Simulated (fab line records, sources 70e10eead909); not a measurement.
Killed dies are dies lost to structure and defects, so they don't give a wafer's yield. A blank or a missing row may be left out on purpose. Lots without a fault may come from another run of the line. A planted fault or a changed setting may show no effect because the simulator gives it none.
Chamber matching | flow nand_harc | NHARC_P_M0_CMP_23 on cmp-03: 4 sister chambers
The step polishes, t overpolish 20 s, target thk 117.54 nm. 4 wafers are shown with their chamber, then 7 later ones without.

WAFERS WITH THEIR CHAMBER
wafer  | chamber | motor_current_A (A)
L080.3 | 2       | 11.6
L088.1 | 3       | 11.3
L088.6 | 1       | 12.9
L090.5 | 0       | 12.3

WAFERS WITHOUT THEIR CHAMBER
wafer  | motor_current_A (A)
L090.6 | 13.0
L091.1 | 11.8
L091.5 | 12.0
L091.6 | 11.6
L093.1 | 12.3
L093.4 | 12.7
L093.6 | 12.2

WHICH CHAMBER EACH WENT THROUGH
wafer  | from the rows above          | in truth
L090.6 | 1                            | 1
L091.1 | can't be placed: 2 or 0 or 3 | 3
L091.5 | can't be placed: 0 or 2      | 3
L091.6 | can't be placed: 2 or 3      | 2
L093.1 | 0                            | 0
L093.4 | can't be placed: 1 or 0      | 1
L093.6 | 0                            | 0
Placed correctly: 3 of 7. Can't be placed from these rows: 4 (the true chamber is among the candidates in 3). Placed wrongly: 0.
How it was worked out, from the rows above alone: a wafer's distance from a chamber is the root of the sum, over the readings, of the square of ((its reading less the chamber's mean) divided by the reading's scatter). The wafer belongs to the nearest chamber; if the next one is less than 2 further off, it can't be placed. A chamber's mean is the mean of its shown wafers. The scatter: with one shown wafer a chamber, the root of the mean of the squares of how far each hidden wafer lies from its nearest shown one.
